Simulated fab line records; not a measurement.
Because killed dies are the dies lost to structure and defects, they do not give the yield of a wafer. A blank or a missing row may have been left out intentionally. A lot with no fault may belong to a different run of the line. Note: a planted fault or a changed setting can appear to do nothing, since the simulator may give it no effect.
Matching of chambers | flow nand harc | NHARC_A_STAIRCASE_DESCUM_270 on rie diel-11: 4 sister chambers
The step chemistry O2, time 3 s. 14 wafers are shown with their chamber, then 7 later ones without.

## WAFERS PAIRED WITH THEIR CHAMBERS
wafer  | chamber | showerhead plenum p Torr (Torr) | oes product au (a.u.) | throttle valve pct (%)
L077.2 | 3       | 2.04                            | 1.002                 | 11.303
L077.4 | 0       | 1.77                            | 1.000                 | 11.317
L077.6 | 1       | 1.84                            | 0.993                 | 11.310
L081.1 | 1       | 1.84                            | 0.987                 | 11.306
L081.5 | 0       | 2.08                            | 0.990                 | 11.312
L081.6 | 1       | 1.84                            | 0.991                 | 11.309
L082.2 | 1       | 1.84                            | 0.997                 | 11.311
L082.5 | 0       | 2.07                            | 1.001                 | 11.301
L082.6 | 1       | 1.84                            | 0.989                 | 11.314
L087.3 | 0       | 2.07                            | 0.998                 | 11.324
L087.5 | 0       | 2.07                            | 0.996                 | 11.309
L087.6 | 1       | 1.84                            | 0.989                 | 11.304
L086.2 | 2       | 2.02                            | 0.994                 | 11.308
L086.3 | 1       | 1.84                            | 0.987                 | 11.305

SIGNATURES, as means of the wafers listed above
reading                  | chamber 0 | chamber 1 | chamber 2 | chamber 3 | scatter within a chamber
showerhead plenum p Torr | 2.0120    | 1.8400    | 2.0200    | 2.0400    | 0.0856
oes product au           | 0.99700   | 0.99043   | 0.99400   | 1.00200   | 0.00392
throttle valve pct       | 11.31260  | 11.30843  | 11.30800  | 11.30300  | 0.00612
Rule: a wafer lies at a distance from a chamber equal to the root of the sum of squares, over the readings, of (its reading less the chamber's mean, divided by the reading's scatter). The wafer belongs to the nearest chamber; if the next one is less than 2 further off, it can't be placed. The scatter: take each reading less its chamber's mean, square it, sum over the shown wafers, divide by the number of wafers less the number of chambers, and take the root.

## WAFERS WITHOUT THEIR CHAMBER
wafer  | showerhead plenum p Torr (Torr) | oes product au (a.u.) | throttle valve pct (%)
L086.6 | 2.07                            | 0.989                 | 11.320
L089.2 | 1.83                            | 1.001                 | 11.325
L089.3 | 2.03                            | 0.993                 | 11.308
L089.6 | 2.02                            | 0.989                 | 11.308
L092.1 | 1.83                            | 0.999                 | 11.305
L092.2 | 2.01                            | 1.005                 | 11.320
L092.6 | 2.03                            | 0.998                 | 11.297

## WHICH CHAMBER EACH WENT THROUGH
wafer  | from the rows above               | in truth
L086.6 | can't be placed: 2 or 0 or 1 or 3 | 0
L089.2 | can't be placed: 0 or 1 or 2 or 3 | 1
L089.3 | can't be placed: 2 or 0           | 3
L089.6 | can't be placed: 2 or 1 or 0      | 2
L092.1 | can't be placed: 1 or 0 or 3 or 2 | 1
L092.2 | can't be placed: 0 or 3 or 2      | 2
L092.6 | can't be placed: 3 or 2 or 0      | 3
Placed correctly: 0 of 7. Not placeable from these rows: 7 (in 6, the candidates include the true chamber). 0 placed wrongly.
